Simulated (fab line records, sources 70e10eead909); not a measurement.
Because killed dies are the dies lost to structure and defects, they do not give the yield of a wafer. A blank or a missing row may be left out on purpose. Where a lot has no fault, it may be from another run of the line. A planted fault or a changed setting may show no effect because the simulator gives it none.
fab line records	flow nandHarc
[record] lots = 6	wafers = 18	lastDay = 34
route steps=1302 shown A_CHANNEL_FILL_D2@625 END@1302
lots untouched by any fault: they come from a run of this same line in which no faults occurred
startH: the number of hours between the record's first day and the start of the first shown wafer of the lot	waitH: hours since the lot's step before	" as in the row above	L1.1+2: one row covering several wafers at once	- value missing, or start not given	* or withheld: withheld	< > ~ a bound
route shown NAME@n: a module of which the file shows steps, and the number in the route of the first	usual: mean and standard deviation over wafers with no fault	same: alike in all rows	chamber/n: place in a boat	sites: readings site by site	_std_site: the standard deviation of these	_edge_site: outer sites' mean less inner sites'	radiusMm: how far each site lies from the wafer's centre	mask NAME#n: copy n	behind: the tool/chamber that last shaped the wafer	hold: why the lot was held/for how many hours/how that ended	device: the n, p or np transistor that did not switch	end of line: tests run on the same wafers once the route is complete	a step with no rows: only its recipe	killed: at the first sort, the dies lost to defects and structure; wafer yield is something else	map: dies across one wafer; x = killed, . = not, _ = none there
set.NAME: setting as actually run; set.NAME@STEP: the setting as run at that earlier step	model.NAME: the simulator's own value behind a step, which no gauge read
lots seen at some steps along the route; tables by step, rows by wafer
services: when a tool's chamber went out of use (startH, in hours from the record's first day, below 0 if earlier), for how many hours, and the reason
[[steps]]
[step NHARC_A_CHANNEL_FILL_D2_ANNEAL_22]
[recipe] tempC = 620	timeS = 7200
[step NHARC_A_CHANNEL_FILL_D2_ALD_25]
[recipe] targetThkA = 600	pulseTimeS = 10	aldCycles = 600	tempC = 300	material = SiOx
[usual] heaterPowerW = 496/44	precursorPulseHeightRel = 1.001/0.019
lot.wafer	tool	chamber	startH	waitH	heaterPowerW	precursorPulseHeightRel	sinceWetCleanH
L200.3	aldHk-01	3	355.16	1.3	473	0.992	44
L200.4	"	0	"	"	523	0.999	45
L200.6	"	2	357.00	3.1	513	0.997	-
L205.4	aldHk-03	1	404.91	0.0	557	1.008	6
L205.3	"	2	"	"	487	1.017	7
L205.6	"	1	407.36	2.5	549	0.991	-
L210.3	aldHk-01	2	455.66	1.3	517	0.993	145
L210.4	"	3	"	"	479	1.009	145
L210.5	"	0	"	"	526	1.025	-
L218.2	aldHk-04	3	519.90	0.7	480	0.978	78
L218.3	"	1	521.11	1.9	482	0.965	79
L218.5	"	3	522.32	3.1	468	1.011	-
L217.1	aldHk-03	3	519.92	0.7	606	1.025	121
L217.2	"	1	521.16	1.9	556	0.957	122
L217.5	"	3	522.40	3.2	625	0.998	-
L222.1	aldHk-01	2	569.69	1.3	529	1.009	78
L222.3	"	0	572.16	3.8	528	1.040	80
L222.6	"	2	574.64	6.2	523	0.972	-
[step NHARC_A_CHANNEL_FILL_D2_ETCHBACK_08]
[recipe] targetDepthA = 2200	timeS = 110	c4f8FlowSccm = 20	arFlowSccm = withheld	rfW = 600	biasW = 300	chemistry = C4F8
[usual] chamberPressureMTorr = 25.001/0.022	oesProductAu = 0.96/0.036	rfVppV = 441.0/2.9
[same] timeS = 110
lot.wafer	tool	chamber	startH	waitH	chamberPressureMTorr	oesProductAu	rfHoursCounterH	rfVppV
L200.3	rieDiel-05	0	-	-	25.004	0.91	3	439.1
L200.4	"	1	"	"	25.049	0.94	4	441.3
L200.6	"	0	"	"	24.983	0.92	-	440.6
L205.4	rieDiel-06	2	-	-	25.005	0.93	2	444.4
L205.3	"	0	"	"	25.010	0.92	2	435.5
L205.6	"	3	"	"	24.962	0.94	-	441.3
L210.4	rieDiel-05	1	-	-	25.001	0.99	1	442.3
L210.3	"	2	"	"	25.013	0.99	1	446.2
L210.5	"	3	"	"	24.983	0.99	-	437.9
L218.3	rieDiel-05	2	-	-	25.000	1.02	2	444.3
L218.2	"	0	"	"	25.035	0.99	3	440.1
L218.5	"	1	"	"	24.960	0.98	-	441.4
L217.2	rieDiel-12	1	-	-	24.979	1.01	12	437.0
L217.1	"	0	"	"	24.993	1.00	12	436.5
L217.5	"	3	"	"	24.951	1.02	-	440.5
L222.1	rieDiel-05	2	-	-	25.004	1.01	3	444.6
L222.3	"	0	"	"	24.983	0.99	4	437.9
L222.6	"	2	"	"	25.013	1.00	-	443.6
[step NHARC_A_CHANNEL_FILL_D2_STRIP_29]
[recipe] timeS = 20	o2FlowSccm = 500	arFlowSccm = 0	biasW = 0	chemistry = O2
[usual] chamberPressureMTorr = 60.00/0.052	drypumpMotorCurrentA = 5.8/0.53	oesProductAu = 0.999/0.01	rfVppV = 57.8/0.91	showerheadPlenumPTorr = 3.54/0.15	throttleValvePct = 17.037/0.0089
[same] timeS = 20
lot.wafer	tool	chamber	startH	waitH	chamberPressureMTorr	drypumpMotorCurrentA	oesProductAu	rfHoursCounterH	rfVppV	showerheadPlenumPTorr	throttleValvePct
L200.4	rieDiel-05	2	-	-	59.98	5.5	1.007	4	58.7	3.73	17.035
L200.3	"	3	"	"	59.96	5.6	0.989	4	58.2	3.38	17.027
L200.6	"	2	"	"	60.08	5.5	1.015	-	58.9	3.73	17.042
L205.3	rieDiel-06	2	-	-	59.92	6.2	1.010	2	58.0	3.78	17.027
L205.4	"	1	"	"	59.97	5.2	0.992	2	58.4	3.58	17.035
L205.6	"	3	"	"	59.96	6.5	0.996	-	57.5	3.60	17.038
L210.4	rieDiel-05	2	-	-	60.02	5.5	1.008	1	58.2	3.73	17.037
L210.3	"	3	"	"	59.94	5.6	1.004	1	55.9	3.38	17.034
L210.5	"	1	"	"	60.00	4.9	0.990	-	58.3	3.57	17.019
L218.3	rieDiel-05	1	524.97	0.1	60.03	4.9	1.001	2	57.6	3.57	17.033
L218.2	"	0	"	"	60.04	6.4	1.002	3	58.5	3.47	17.027
L218.5	"	1	"	"	60.01	4.9	1.004	-	57.7	3.57	17.042
L217.1	rieDiel-12	0	525.06	0.1	59.97	5.6	1.005	12	57.9	3.28	17.019
L217.2	"	1	"	"	60.01	6.4	1.015	12	57.6	3.40	17.032
L217.5	"	1	"	"	60.07	6.4	1.003	-	57.3	3.40	17.044
L222.1	rieDiel-05	1	-	-	60.09	4.9	1.005	3	57.8	3.57	17.050
L222.3	"	0	"	"	60.04	6.4	1.000	4	58.2	3.47	17.020
L222.6	"	2	"	"	60.00	5.5	1.011	-	60.0	3.73	17.028
[step NHARC_A_CHANNEL_FILL_D2_PRECLEAN_30]
[recipe] timeS = 30	chemistry = dHF
[step NHARC_A_CHANNEL_FILL_D2_SRD_31]
[step NHARC_A_CHANNEL_FILL_D2_CVD_09]
[recipe] targetThkA = 1500	tempC = 620	pressureMtorr = 200	timeS = 3000	material = poly-Si
[step NHARC_A_CHANNEL_FILL_D2_CMP_10]
[recipe] targetThkNm = 150
[usual] motorCurrentA = 11.4/1	timeToEndpointS = 14.7/2.1
lot.wafer	tool	chamber	startH	waitH	motorCurrentA	timeToEndpointS
L200.3	cmp-04	2	365.19	0.4	10.8	15.9
L200.4	"	3	"	"	11.9	11.8
L200.6	"	2	"	"	11.4	15.1
L205.4	cmp-03	1	416.25	0.4	9.5	10.1
L205.3	"	2	"	"	11.7	14.4
L205.6	"	3	"	"	11.6	12.6
L210.3	cmp-01	1	465.82	0.4	12.9	19.1
L210.4	"	0	"	"	10.0	16.2
L210.5	"	2	"	"	12.0	17.2
L217.1	cmp-01	2	530.55	0.4	11.7	17.6
L217.2	"	1	"	"	12.9	14.6
L217.5	"	3	"	"	10.9	14.9
L218.3	cmp-04	3	530.55	0.4	12.0	12.8
L218.2	"	0	"	"	12.1	11.2
L218.5	"	3	"	"	12.7	13.4
L222.3	cmp-01	2	584.10	0.4	12.3	15.3
L222.1	"	1	"	"	12.4	16.8
L222.6	"	2	"	"	11.7	15.0
[step NHARC_A_CHANNEL_FILL_D2_SRD_12]
[step NHARC_A_CHANNEL_FILL_D2_RTA_24]
[recipe] tempC = 1000	timeS = 5
[usual] lampPowerPct = 31.4/1	lamp_zone_6_pct = 31.4/1	wafer_temp_C_max = 1004.1/1
[same] timeS = 5
lot.wafer	tool	chamber	startH	waitH	lampPowerPct	lamp_zone_6_pct	wafer_temp_C_max
L200.3	rtpAnneal-02	0	365.66	0.1	30.5	30.5	1003.7
L200.4	"	0	"	"	30.5	30.4	1004.6
L200.6	"	0	"	"	30.5	30.4	1002.9
L205.3	rtpAnneal-01	0	416.67	0.1	32.5	32.5	1006.1
L205.4	"	0	"	"	32.5	32.4	1006.3
L205.6	"	0	"	"	32.5	32.4	1004.8
L205.3	rtpAnneal-01	0	417.04	0.3	32.5	32.5	1003.7
L205.4	"	0	"	"	32.5	32.5	1005.5
L205.6	"	0	"	"	32.5	32.4	1005.5
L210.3	rtpAnneal-01	0	466.29	0.1	32.6	32.4	1004.6
L210.4	"	0	"	"	32.5	32.5	1004.3
L210.5	"	0	"	"	32.6	32.5	1004.5
L210.3	rtpAnneal-01	0	467.10	0.8	32.6	32.5	1004.4
L210.4	"	0	"	"	32.5	32.4	1004.6
L210.5	"	0	"	"	32.5	32.5	1004.8
L217.1	rtpAnneal-02	0	530.97	0.0	30.5	30.4	1003.4
L217.2	"	0	"	"	30.5	30.4	1004.4
L217.5	"	0	"	"	30.5	30.5	1003.9
L218.2	rtpAnneal-01	0	531.00	0.1	32.5	32.4	1004.3
L218.3	"	0	"	"	32.5	32.5	1003.3
L218.5	"	0	"	"	32.5	32.5	1007.1
L222.1	rtpAnneal-01	0	584.52	0.0	32.5	32.4	1004.2
L222.3	"	0	"	"	32.5	32.5	1005.5
L222.6	"	0	"	"	32.5	32.4	1004.6
[step NHARC_A_CHANNEL_FILL_D2_INSPECT_13]
[usual] rawDefectCount = 371/130
lot.wafer	tool	chamber	startH	waitH	rawDefectCount
L200.3	defectInspect-02	-	365.80	0.1	329
L200.4	"	-	"	"	420
L200.6	"	-	"	"	376
L205.3	defectInspect-01	-	417.18	0.1	352
L205.4	"	-	"	"	337
L205.6	"	-	"	"	208
L210.3	defectInspect-01	-	467.24	0.1	308
L210.4	"	-	"	"	342
L210.5	"	-	"	"	246
L218.2	defectInspect-02	-	531.16	0.1	335
L218.3	"	-	"	"	265
L218.5	"	-	"	"	301
L217.1	defectInspect-01	-	531.17	0.2	226
L217.2	"	-	"	"	251
L217.5	"	-	"	"	284
L222.1	defectInspect-02	-	584.71	0.2	538
L222.3	"	-	"	"	808
L222.6	"	-	"	"	881
[step NHARC_END_SORT_01]
[recipe] tempC = 25
[usual] killedAtArray = 53/18	killedAtOther = 0.8/1.1	killedAtPeriphery = 4.1/2.7	killedDies = 58/18	killedOpen = 3.1/1.7	killedShort = 2.7/1.7
[same] grossDies = 677
lot.wafer	tool	chamber	startH	waitH	killedAtArray	killedAtOther	killedAtPeriphery	killedDies	killedOpen	killedShort
L210.3	prober-01	0	703.09	3.1	40	2	2	44	3	1
L210.4	prober-01	0	703.89	3.4	55	0	3	58	3	4
L210.5	prober-01	0	704.68	3.7	37	1	4	42	2	5
// killed by level:class
L210.3 A_SLIT:chamberFilmFlake=24 A_ZERO_WELL:chamberFilmFlake=3 A_WL_FILL:chamberFilmFlake=3 A_CHANNEL_HOLE_D1:chamberFilmFlake=2 A_CONTACT:chamberFilmFlake=2 A_ONON_D2:geometricParticle:short=1 A_WL_FILL:geometricParticle:open=1 A_BLC:geometricParticle:open=1
L210.4 A_SLIT:chamberFilmFlake=38 P_CONTACT:chamberFilmFlake=3 A_CHANNEL_HOLE_D1:chamberFilmFlake=3 A_CONTACT:chamberFilmFlake=3 A_WL_FILL:geometricParticle:short=2 A_CHANNEL_HOLE_D2:chamberFilmFlake=2 A_SOURCE_PLATE:geometricParticle:short=1 A_CHANNEL_FILL_D1:geometricParticle:open=1
L210.5 A_SLIT:chamberFilmFlake=26 A_SGD_CUT:chamberFilmFlake=3 P_M0:geometricParticle:open=2 A_CHANNEL_FILL_D1:geometricParticle:short=2 A_ZERO_WELL:chamberFilmFlake=2 A_DECK1_JOINT:geometricParticle:short=1 A_WL_FILL:geometricParticle:short=1 A_M0:geometricParticle:short=1
[[services]]
tool	chamber	startH	hours	kind
rieDiel-05	2	335.30	4.3	repair
rieDiel-12	2	335.39	2.9	repair
rieDiel-12	2	338.56	23.1	repair
cmp-04	-	341.47	0.5	repair
cmp-01	-	345.22	17.3	repair
cmp-04	-	365.35	0.3	repair
rtpAnneal-01	-	372.07	12.0	pm
rieDiel-12	3	379.32	9.3	repair
cmp-01	-	381.72	4.0	pm
rieDiel-12	1	391.61	5.0	repair
rieDiel-05	-	399.15	0.1	repair
cmp-04	-	405.02	4.0	pm
rieDiel-05	-	406.60	9.0	pm
aldHk-01	-	416.20	0.6	repair
rieDiel-05	1	423.01	7.5	repair
rieDiel-05	2	433.29	2.0	repair
rieDiel-12	-	446.21	9.0	pm
cmp-01	-	462.97	1.6	repair
cmp-01	-	501.87	4.0	pm
rieDiel-05	3	520.03	8.8	repair
rieDiel-05	-	538.62	0.5	repair
cmp-01	-	540.94	2.5	repair
cmp-01	-	556.09	1.8	repair
rieDiel-05	-	583.60	9.0	pm
[[key]]
[firstSign] step = NHARC_A_CHANNEL_FILL_D2_RTA_24	reading = visit	direction = added
effect none on later readings
metAt NHARC_A_CHANNEL_FILL_D2_RTA_24
struckWafers L205.3,L205.4,L205.6,L210.3,L210.4,L210.5
rowsEnd L205.3,L205.4,L205.6
testerLeftOut L210
[fault] kind = repeatedStepWhole	tool = rtpAnneal-01,rtpAnneal-02	chamber = -	onsetH = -	steps = NHARC_A_CHANNEL_FILL_D2_RTA_24	times = 1	scope = struckLotsOnly
// testerLeftOut: of these lots the tester's yield and bins aren't shown, on N5 and GAA mostly nor the transistor test; their killed dies are dies lost to structure and defects alone, not to doping, threshold or leakage, so they don't give the yield
// rowsEnd: these wafers met a further fault down the route, and their rows from its step on are left out
